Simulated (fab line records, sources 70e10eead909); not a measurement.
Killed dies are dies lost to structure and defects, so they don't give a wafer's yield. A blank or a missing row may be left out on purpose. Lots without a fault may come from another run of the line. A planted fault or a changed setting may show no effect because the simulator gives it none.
Which tool did it? | flow nand_harc | 20 lots, 60 wafers sampled, at 6 steps of a route of 1302

WHAT THE GAUGES READ, wafer by wafer
The record holds no reading of a measuring or inspecting step that can be judged against a usual standard deviation.

WHICH TOOL RAN EACH LOT (tool, then ch and the chambers of the sampled wafers, then the start)
lot  | NHARC_A_STAIRCASE_ETCH_253         | NHARC_A_STAIRCASE_DESCUM_270       | NHARC_A_STAIRCASE_ETCH_271         | NHARC_A_STAIRCASE_DESCUM_291       | NHARC_A_STAIRCASE_HM_OPEN_463                 | NHARC_A_STAIRCASE_STRIP_476
L075 | rie_diel-04 ch 1,3, day 16 23:35   | rie_diel-04 ch 1,3, day 17 03:23   | rie_diel-04 ch 0,3, day 17 03:28   | rie_diel-10 ch 0,1,3, day 17 09:11 | rie_diel-04 ch 1,3, day 17 20:12 or earlier   | rie_diel-04 ch 0,2,3, day 17 20:12
L076 | rie_diel-10 ch 0,2, day 17 00:52   | rie_diel-04 ch 2,3, day 17 06:34   | rie_diel-04 ch 0,1,2, day 17 06:39 | rie_diel-10 ch 0,1,2, day 17 16:25 | rie_diel-03 ch 0,1,2, day 18 01:55 or earlier | rie_diel-10 ch 1,3, day 18 01:55
L078 | rie_diel-04 ch 1,2,3, day 17 10:48 | rie_diel-03 ch 1,2, day 17 17:30   | rie_diel-03 ch 0,3, day 17 17:34   | rie_diel-04 ch 0,2,3, day 17 23:21 | rie_diel-04 ch 2,3, day 18 09:27 or earlier   | rie_diel-04 ch 2,3, day 18 09:27
L077 | rie_diel-04 ch 1,2,3, day 17 19:37 | rie_diel-10 ch 1,2,3, day 17 23:41 | rie_diel-10 ch 1,2, day 17 23:46   | rie_diel-10 ch 2,3, day 18 05:59   | rie_diel-04 ch 2,3, day 18 16:52 or earlier   | rie_diel-04 ch 0,1,3, day 18 16:52
L079 | rie_diel-03 ch 0,1, day 17 20:16   | rie_diel-04 ch 1,2, day 18 01:10   | rie_diel-04 ch 0,2,3, day 18 01:16 | rie_diel-04 ch 0,2,3, day 18 06:55 | rie_diel-03 ch 2,3, day 18 16:34 or earlier   | rie_diel-03 ch 2,3, day 18 16:34
L081 | rie_diel-03 ch 1,2,3, day 18 17:13 | rie_diel-04 ch 0,2,3, day 18 21:01 | rie_diel-04 ch 1,2,3, day 18 21:26 | rie_diel-04 ch 1,2,3, day 19 03:48 | rie_diel-10 ch 1,3, day 19 17:19 or earlier   | rie_diel-03 ch 0,1,2, day 19 17:19
L080 | rie_diel-03 ch 2,3, day 19 00:37   | rie_diel-10 ch 2,3, day 19 09:23   | rie_diel-10 ch 1,2, day 19 09:29   | rie_diel-04 ch 0,3, day 19 17:17   | rie_diel-04 ch 0,3, day 20 03:40 or earlier   | rie_diel-10 ch 1,2,3, day 20 03:40
L084 | rie_diel-03 ch 0,2, day 19 21:52   | rie_diel-03 ch 0,1,2, day 20 02:22 | rie_diel-03 ch 0,2,3, day 20 02:28 | rie_diel-04 ch 0,1,3, day 20 10:53 | rie_diel-10 ch 0,2,3, day 20 20:37 or earlier | rie_diel-03 ch 1,2,3, day 20 20:37
L082 | rie_diel-04 ch 0,1, day 19 23:00   | rie_diel-10 ch 1,2,3, day 20 03:26 | rie_diel-10 ch 1,2,3, day 20 03:40 | rie_diel-04 ch 1,3, day 20 11:40   | rie_diel-03 ch 0,1,3, day 20 21:48 or earlier | rie_diel-04 ch 0,1,3, day 20 21:48
L083 | rie_diel-03 ch 0,1,2, day 20 14:16 | rie_diel-10 ch 0,1,2, day 20 18:02 | rie_diel-10 ch 0,1,2, day 20 18:07 | rie_diel-03 ch 1,2,3, day 21 04:49 | rie_diel-10 ch 0,2,3, day 21 15:51 or earlier | rie_diel-10 ch 0,1,2, day 21 15:51
L086 | rie_diel-04 ch 0,1, day 20 18:46   | rie_diel-03 ch 1,3, day 20 23:58   | rie_diel-03 ch 1,2,3, day 21 00:03 | rie_diel-03 ch 1,2,3, day 21 07:19 | rie_diel-10 ch 0,1, day 21 17:36 or earlier   | rie_diel-04 ch 0,2,3, day 21 17:36
L085 | rie_diel-03 ch 1,2, day 20 23:13   | rie_diel-10 ch 0,2,3, day 21 06:45 | rie_diel-10 ch 0,2,3, day 21 06:51 | rie_diel-03 ch 1,3, day 21 14:49   | rie_diel-03 ch 0,1,3, day 22 01:35 or earlier | rie_diel-04 ch 0,1,2, day 22 01:35
L087 | rie_diel-10 ch 1,2,3, day 21 08:29 | rie_diel-04 ch 0,2,3, day 21 13:07 | rie_diel-04 ch 0,1,3, day 21 13:13 | rie_diel-04 ch 0,1,2, day 21 19:04 | rie_diel-04 ch 1,2,3, day 22 04:11 or earlier | rie_diel-10 ch 0,2,3, day 22 04:11
L091 | rie_diel-10 ch 2,3, day 22 15:51   | rie_diel-10 ch 0,1,2, day 22 21:11 | rie_diel-10 ch 0,2,3, day 22 21:17 | rie_diel-10 ch 1,2, day 23 03:23   | rie_diel-10 ch 1,2, day 23 12:35 or earlier   | rie_diel-10 ch 0,2,3, day 23 12:35
L088 | rie_diel-10 ch 0,2, day 22 17:47   | rie_diel-03 ch 1,2, day 23 00:41   | rie_diel-03 ch 1,2,3, day 23 00:47 | rie_diel-03 ch 0,1,2, day 23 08:29 | rie_diel-04 ch 0,2,3, day 23 19:16 or earlier | rie_diel-10 ch 0,3, day 23 19:16
L092 | rie_diel-03 ch 0,3, day 24 01:20   | rie_diel-10 ch 0,1,3, day 24 06:22 | rie_diel-10 ch 0,2,3, day 24 06:28 | rie_diel-03 ch 0,1, day 24 12:34   | rie_diel-04 ch 1,2, day 24 22:16 or earlier   | rie_diel-03 ch 2,3, day 24 22:16
L093 | rie_diel-10 ch 1,2, day 24 11:47   | rie_diel-03 ch 0,1,2, day 24 18:24 | rie_diel-03 ch 0,1,3, day 24 18:29 | rie_diel-04 ch 0,2, day 25 01:09   | rie_diel-04 ch 1,2, day 25 15:55 or earlier   | rie_diel-04 ch 0,3, day 25 15:55
L094 | rie_diel-10 ch 0,2,3, day 24 12:10 | rie_diel-10 ch 1,2,3, day 24 18:26 | rie_diel-10 ch 0,2,3, day 24 18:31 | rie_diel-03 ch 0,1,2, day 25 01:29 | rie_diel-03 ch 0,1,2, day 25 14:11 or earlier | rie_diel-10 ch 0,1,2, day 25 14:11
L096 | rie_diel-04 ch 0,2,3, day 25 17:19 | rie_diel-03 ch 1,2, day 25 21:05   | rie_diel-03 ch 0,3, day 25 21:09   | rie_diel-10 ch 0,2,3, day 26 07:30 | rie_diel-04 ch 0,2,3, day 26 21:04 or earlier | rie_diel-10 ch 0,2,3, day 26 21:04
L097 | rie_diel-04 ch 0,1,3, day 26 13:35 | rie_diel-04 ch 0,2,3, day 26 18:46 | rie_diel-04 ch 0,1,3, day 26 18:51 | rie_diel-03 ch 0,1,3, day 27 02:17 | rie_diel-04 ch 0,1,2, day 27 15:26 or earlier | rie_diel-04 ch 0,2,3, day 27 15:26
- NHARC_A_STAIRCASE_ETCH_253: etches the open film in C4F8/O2, target depth 50 nm, time 20.2 s.
- NHARC_A_STAIRCASE_DESCUM_270: chemistry O2, time 3 s.
- NHARC_A_STAIRCASE_ETCH_271: etches the open film in CF4/CHF3.
- NHARC_A_STAIRCASE_DESCUM_291: chemistry O2, time 3 s.
- NHARC_A_STAIRCASE_HM_OPEN_463: chemistry O2/COS.
- NHARC_A_STAIRCASE_STRIP_476: strips in O2, time 20 s.

WHAT THE TOOLS THEMSELVES READ (means of the sampled wafers that have a number; where no wafer has one, the mark that the record gives instead)
NHARC_A_STAIRCASE_ETCH_253. Usual: oes_product_au 0.956 a.u., standard deviation 0.017; rf_fwd_power_W 588 W, standard deviation 3.5; rf_vpp_V 896 V, standard deviation 5.5.
lot  | tool        | oes_product_au (a.u.) | rf_fwd_power_W (W) | rf_vpp_V (V) | flag
L075 | rie_diel-04 | 0.968                 | 585                | 891          |
L076 | rie_diel-10 | 0.948                 | 590                | 893          |
L078 | rie_diel-04 | 0.924                 | 588                | 891          |
L077 | rie_diel-04 | 0.961                 | 590                | 890          |
L079 | rie_diel-03 | 0.953                 | 590                | 906          |
L081 | rie_diel-03 | 0.971                 | 589                | 902          |
L080 | rie_diel-03 | 0.958                 | 589                | 899          |
L084 | rie_diel-03 | 0.965                 | 589                | 903          |
L082 | rie_diel-04 | 0.972                 | 585                | 894          |
L083 | rie_diel-03 | 0.952                 | 590                | 903          |
L086 | rie_diel-04 | 0.968                 | 585                | 893          |
L085 | rie_diel-03 | 0.946                 | 589                | 903          |
L087 | rie_diel-10 | 0.964                 | 589                | 897          |
L091 | rie_diel-10 | 0.960                 | 587                | 896          |
L088 | rie_diel-10 | 0.962                 | 591                | 892          |
L092 | rie_diel-03 | 0.952                 | 590                | 902          |
L093 | rie_diel-10 | 0.970                 | 591                | 899          |
L094 | rie_diel-10 | 0.967                 | 588                | 894          |
L096 | rie_diel-04 | 0.926                 | 586                | 889          |
L097 | rie_diel-04 | 0.970                 | 586                | 892          |

NHARC_A_STAIRCASE_DESCUM_270. Usual: drypump_motor_current_A 5.9 A, standard deviation 0.49; oes_product_au 1.003 a.u., standard deviation 0.0075; rf_vpp_V 57.8 V, standard deviation 0.86; showerhead_plenum_p_Torr 1.92 Torr, standard deviation 0.088; throttle_valve_pct 11.311 %, standard deviation 0.0095.
lot  | tool        | drypump_motor_current_A (A) | oes_product_au (a.u.) | rf_vpp_V (V) | showerhead_plenum_p_Torr (Torr) | throttle_valve_pct (%) | flag
L075 | rie_diel-04 | 5.9                         | 0.997                 | 57.9         | 1.84                            | 11.318                 |
L076 | rie_diel-04 | 5.8                         | 0.997                 | 57.3         | 1.80                            | 11.298                 |
L078 | rie_diel-03 | 6.3                         | 1.006                 | 58.0         | 1.99                            | 11.315                 |
L077 | rie_diel-10 | 5.8                         | 1.008                 | 58.6         | 1.93                            | 11.311                 |
L079 | rie_diel-04 | 6.1                         | 1.001                 | 57.6         | 1.84                            | 11.309                 |
L081 | rie_diel-04 | 5.7                         | 1.001                 | 56.9         | 1.83                            | 11.303                 |
L080 | rie_diel-10 | 5.7                         | 1.006                 | 57.3         | 1.90                            | 11.313                 |
L084 | rie_diel-03 | 6.1                         | 0.993                 | 58.2         | 2.03                            | 11.309                 |
L082 | rie_diel-10 | 5.8                         | 1.000                 | 57.7         | 1.93                            | 11.317                 |
L083 | rie_diel-10 | 6.0                         | 1.004                 | 57.0         | 1.93                            | 11.309                 |
L086 | rie_diel-03 | 5.8                         | 1.012                 | 58.3         | 2.00                            | 11.322                 |
L085 | rie_diel-10 | 5.9                         | 1.009                 | 58.4         | 1.89                            | 11.316                 |
L087 | rie_diel-04 | 5.7                         | 1.000                 | 57.2         | 1.82                            | 11.308                 |
L091 | rie_diel-10 | 6.0                         | 1.003                 | 58.0         | 1.92                            | 11.313                 |
L088 | rie_diel-03 | 6.3                         | 0.996                 | 58.1         | 1.98                            | 11.309                 |
L092 | rie_diel-10 | 5.7                         | 1.005                 | 58.8         | 1.95                            | 11.309                 |
L093 | rie_diel-03 | 6.0                         | 0.991                 | 57.6         | 2.01                            | 11.314                 |
L094 | rie_diel-10 | 5.8                         | 1.010                 | 57.8         | 1.92                            | 11.310                 |
L096 | rie_diel-03 | 6.2                         | 1.000                 | 58.2         | 1.97                            | 11.312                 |
L097 | rie_diel-04 | 5.7                         | 1.007                 | 58.1         | 1.81                            | 11.311                 |

NHARC_A_STAIRCASE_ETCH_271. Usual: drypump_motor_current_A 5.9 A, standard deviation 0.44; oes_product_au 0.952 a.u., standard deviation 0.023; rf_fwd_power_W 496.9 W, standard deviation 1.7; rf_vpp_V 370.9 V, standard deviation 2.3; showerhead_plenum_p_Torr 1.58 Torr, standard deviation 0.067; throttle_valve_pct 16.803 %, standard deviation 0.0093.
lot  | tool        | drypump_motor_current_A (A) | oes_product_au (a.u.) | rf_fwd_power_W (W) | rf_vpp_V (V) | showerhead_plenum_p_Torr (Torr) | throttle_valve_pct (%) | flag
L075 | rie_diel-04 | 5.5                         | 0.969                 | 495.2              | 368.6        | 1.52                            | 16.809                 |
L076 | rie_diel-04 | 5.9                         | 0.954                 | 496.1              | 369.0        | 1.54                            | 16.809                 |
L078 | rie_diel-03 | 6.0                         | 0.973                 | 497.4              | 372.4        | 1.64                            | 16.809                 |
L077 | rie_diel-10 | 6.1                         | 0.973                 | 496.6              | 371.2        | 1.56                            | 16.800                 |
L079 | rie_diel-04 | 5.7                         | 0.975                 | 497.4              | 369.5        | 1.51                            | 16.805                 |
L081 | rie_diel-04 | 6.0                         | 0.951                 | 496.7              | 368.8        | 1.51                            | 16.801                 |
L080 | rie_diel-10 | 6.1                         | 0.961                 | 499.7              | 370.7        | 1.56                            | 16.794                 |
L084 | rie_diel-03 | 6.3                         | 0.972                 | 497.1              | 373.2        | 1.64                            | 16.799                 |
L082 | rie_diel-10 | 5.9                         | 0.933                 | 499.6              | 371.0        | 1.58                            | 16.801                 |
L083 | rie_diel-10 | 6.0                         | 0.969                 | 496.2              | 370.6        | 1.58                            | 16.808                 |
L086 | rie_diel-03 | 6.0                         | 0.966                 | 497.0              | 372.8        | 1.63                            | 16.805                 |
L085 | rie_diel-10 | 5.8                         | 0.926                 | 495.9              | 370.4        | 1.55                            | 16.805                 |
L087 | rie_diel-04 | 5.8                         | 0.926                 | 496.2              | 368.4        | 1.52                            | 16.800                 |
L091 | rie_diel-10 | 5.9                         | 0.975                 | 497.4              | 370.0        | 1.55                            | 16.803                 |
L088 | rie_diel-03 | 6.0                         | 0.929                 | 497.7              | 372.2        | 1.63                            | 16.802                 |
L092 | rie_diel-10 | 5.8                         | 0.927                 | 496.3              | 369.9        | 1.55                            | 16.800                 |
L093 | rie_diel-03 | 5.8                         | 0.924                 | 497.9              | 373.6        | 1.65                            | 16.814                 |
L094 | rie_diel-10 | 5.9                         | 0.974                 | 496.2              | 369.5        | 1.55                            | 16.809                 |
L096 | rie_diel-03 | 6.0                         | 0.923                 | 497.3              | 372.1        | 1.63                            | 16.801                 |
L097 | rie_diel-04 | 5.8                         | 0.927                 | 496.8              | 368.3        | 1.51                            | 16.809                 |

NHARC_A_STAIRCASE_DESCUM_291. Usual: drypump_motor_current_A 5.9 A, standard deviation 0.45; oes_product_au 1.002 a.u., standard deviation 0.0079; rf_vpp_V 57.9 V, standard deviation 0.91; showerhead_plenum_p_Torr 1.92 Torr, standard deviation 0.086; throttle_valve_pct 11.311 %, standard deviation 0.0086.
lot  | tool        | drypump_motor_current_A (A) | oes_product_au (a.u.) | rf_vpp_V (V) | showerhead_plenum_p_Torr (Torr) | throttle_valve_pct (%) | flag
L075 | rie_diel-10 | 5.7                         | 1.010                 | 57.6         | 1.96                            | 11.308                 |
L076 | rie_diel-10 | 6.0                         | 1.003                 | 57.8         | 1.93                            | 11.307                 |
L078 | rie_diel-04 | 5.7                         | 1.002                 | 57.7         | 1.83                            | 11.313                 |
L077 | rie_diel-10 | 6.0                         | 1.007                 | 57.7         | 1.86                            | 11.303                 |
L079 | rie_diel-04 | 5.7                         | 1.003                 | 57.0         | 1.83                            | 11.307                 |
L081 | rie_diel-04 | 6.0                         | 1.002                 | 58.2         | 1.83                            | 11.308                 |
L080 | rie_diel-04 | 5.5                         | 0.998                 | 57.8         | 1.84                            | 11.309                 |
L084 | rie_diel-04 | 5.8                         | 1.005                 | 58.0         | 1.85                            | 11.308                 |
L082 | rie_diel-04 | 6.2                         | 1.003                 | 56.8         | 1.86                            | 11.307                 |
L083 | rie_diel-03 | 6.0                         | 1.002                 | 57.6         | 1.99                            | 11.305                 |
L086 | rie_diel-03 | 6.0                         | 1.000                 | 57.9         | 1.99                            | 11.307                 |
L085 | rie_diel-03 | 5.7                         | 1.000                 | 58.2         | 2.00                            | 11.319                 |
L087 | rie_diel-04 | 5.9                         | 1.004                 | 58.3         | 1.85                            | 11.316                 |
L091 | rie_diel-10 | 6.2                         | 1.002                 | 58.2         | 1.89                            | 11.305                 |
L088 | rie_diel-03 | 6.0                         | 0.995                 | 58.1         | 2.02                            | 11.301                 |
L092 | rie_diel-03 | 5.5                         | 0.991                 | 58.3         | 2.05                            | 11.317                 |
L093 | rie_diel-04 | 5.6                         | 1.008                 | 57.6         | 1.83                            | 11.311                 |
L094 | rie_diel-03 | 6.0                         | 0.992                 | 59.2         | 2.01                            | 11.314                 |
L096 | rie_diel-10 | 5.9                         | 1.003                 | 57.0         | 1.87                            | 11.309                 |
L097 | rie_diel-03 | 5.8                         | 0.994                 | 57.5         | 2.01                            | 11.307                 |

NHARC_A_STAIRCASE_HM_OPEN_463. Usual: drypump_motor_current_A 5.9 A, standard deviation 0.44; oes_product_au 1.003 a.u., standard deviation 0.0075; rf_fwd_power_W 498.8 W, standard deviation 1.6; rf_vpp_V 466.9 V, standard deviation 3; showerhead_plenum_p_Torr 3.12 Torr, standard deviation 0.14; throttle_valve_pct 28.331 %, standard deviation 0.0087.
lot  | tool        | drypump_motor_current_A (A) | oes_product_au (a.u.) | rf_fwd_power_W (W) | rf_vpp_V (V) | showerhead_plenum_p_Torr (Torr) | throttle_valve_pct (%) | flag
L075 | rie_diel-04 | 5.9                         | 1.004                 | 497.9              | 464.4        | 3.00                            | 28.332                 |
L076 | rie_diel-03 | 6.1                         | 0.996                 | 500.4              | 470.5        | 3.30                            | 28.330                 |
L078 | rie_diel-04 | 5.9                         | 1.002                 | 499.7              | 463.8        | 2.96                            | 28.339                 |
L077 | rie_diel-04 | 5.9                         | 1.012                 | 496.3              | 463.3        | 2.95                            | 28.320                 |
L079 | rie_diel-03 | 6.3                         | 1.007                 | 499.0              | 468.0        | 3.20                            | 28.332                 |
L081 | rie_diel-10 | 5.6                         | 1.011                 | 498.0              | 468.9        | 3.20                            | 28.332                 |
L080 | rie_diel-04 | 5.6                         | 1.005                 | 498.6              | 464.0        | 2.97                            | 28.330                 |
L084 | rie_diel-10 | 5.9                         | 1.000                 | 498.2              | 466.9        | 3.09                            | 28.333                 |
L082 | rie_diel-03 | 5.8                         | 0.998                 | 498.1              | 470.4        | 3.30                            | 28.330                 |
L083 | rie_diel-10 | 5.9                         | 1.008                 | 497.9              | 465.7        | 3.08                            | 28.328                 |
L086 | rie_diel-10 | 5.9                         | 1.003                 | 500.1              | 469.6        | 3.24                            | 28.331                 |
L085 | rie_diel-03 | 5.8                         | 0.993                 | 498.7              | 470.4        | 3.29                            | 28.328                 |
L087 | rie_diel-04 | 6.0                         | 1.001                 | 500.5              | 465.1        | 2.99                            | 28.331                 |
L091 | rie_diel-10 | 6.0                         | 1.006                 | 497.5              | 468.8        | 3.19                            | 28.333                 |
L088 | rie_diel-04 | 5.7                         | 0.997                 | 498.2              | 464.1        | 2.97                            | 28.329                 |
L092 | rie_diel-04 | 6.1                         | 1.001                 | 498.0              | 464.1        | 2.99                            | 28.327                 |
L093 | rie_diel-04 | 6.3                         | 1.007                 | 498.0              | 465.2        | 3.04                            | 28.336                 |
L094 | rie_diel-03 | 6.1                         | 0.992                 | 498.0              | 469.7        | 3.27                            | 28.331                 |
L096 | rie_diel-04 | 5.7                         | 1.012                 | 500.0              | 462.8        | 2.96                            | 28.329                 |
L097 | rie_diel-04 | 5.9                         | 1.000                 | 500.5              | 465.2        | 3.01                            | 28.339                 |

NHARC_A_STAIRCASE_STRIP_476. Usual: drypump_motor_current_A 5.9 A, standard deviation 0.43; oes_product_au 1.004 a.u., standard deviation 0.0071; rf_vpp_V 57.6 V, standard deviation 0.95; showerhead_plenum_p_Torr 3.50 Torr, standard deviation 0.14; throttle_valve_pct 17.038 %, standard deviation 0.0089.
lot  | tool        | drypump_motor_current_A (A) | oes_product_au (a.u.) | rf_vpp_V (V) | showerhead_plenum_p_Torr (Torr) | throttle_valve_pct (%) | flag
L075 | rie_diel-04 | 5.7                         | 0.995                 | 57.4         | 3.38                            | 17.040                 |
L076 | rie_diel-10 | 5.7                         | 0.998                 | 58.6         | 3.68                            | 17.046                 |
L078 | rie_diel-04 | 5.8                         | 1.007                 | 56.8         | 3.34                            | 17.027                 |
L077 | rie_diel-04 | 5.8                         | 1.005                 | 57.9         | 3.43                            | 17.036                 |
L079 | rie_diel-03 | 6.4                         | 1.009                 | 57.4         | 3.62                            | 17.034                 |
L081 | rie_diel-03 | 6.1                         | 1.001                 | 57.6         | 3.72                            | 17.034                 |
L080 | rie_diel-10 | 5.9                         | 1.013                 | 57.5         | 3.55                            | 17.044                 |
L084 | rie_diel-03 | 6.1                         | 1.003                 | 57.8         | 3.66                            | 17.029                 |
L082 | rie_diel-04 | 5.8                         | 1.001                 | 58.0         | 3.42                            | 17.039                 |
L083 | rie_diel-10 | 6.0                         | 1.009                 | 58.5         | 3.54                            | 17.046                 |
L086 | rie_diel-04 | 5.7                         | 1.002                 | 57.6         | 3.36                            | 17.033                 |
L085 | rie_diel-04 | 5.9                         | 1.006                 | 57.6         | 3.42                            | 17.048                 |
L087 | rie_diel-10 | 5.8                         | 1.006                 | 57.5         | 3.48                            | 17.042                 |
L091 | rie_diel-10 | 5.9                         | 1.013                 | 58.0         | 3.47                            | 17.047                 |
L088 | rie_diel-10 | 5.7                         | 1.004                 | 57.9         | 3.52                            | 17.033                 |
L092 | rie_diel-03 | 6.3                         | 1.007                 | 58.1         | 3.59                            | 17.034                 |
L093 | rie_diel-04 | 5.5                         | 1.009                 | 58.0         | 3.38                            | 17.044                 |
L094 | rie_diel-10 | 6.1                         | 0.999                 | 57.5         | 3.53                            | 17.036                 |
L096 | rie_diel-10 | 5.8                         | 1.001                 | 58.6         | 3.46                            | 17.040                 |
L097 | rie_diel-04 | 5.7                         | 1.002                 | 57.6         | 3.34                            | 17.041                 |

THE ANSWER, worked out from the rows above alone
Rule: a lot is off if the mean of its wafers that have a number lies more than 3 standard deviations from the usual mean. A lot without any number at a reading at which 4 lots or more have one is off too. The other lots that the step has rows for count as sound. The gauges are gone through in route order, then the tools' own readings, and for those a lot's mean is taken as printed above. The first step at which some lot is off is used, and at that step the reading that is off furthest; a lot without a number counts as furthest.
No lot is off at any reading shown: from this, nothing can be told.

WHAT THE SIMULATOR HAD PUT IN
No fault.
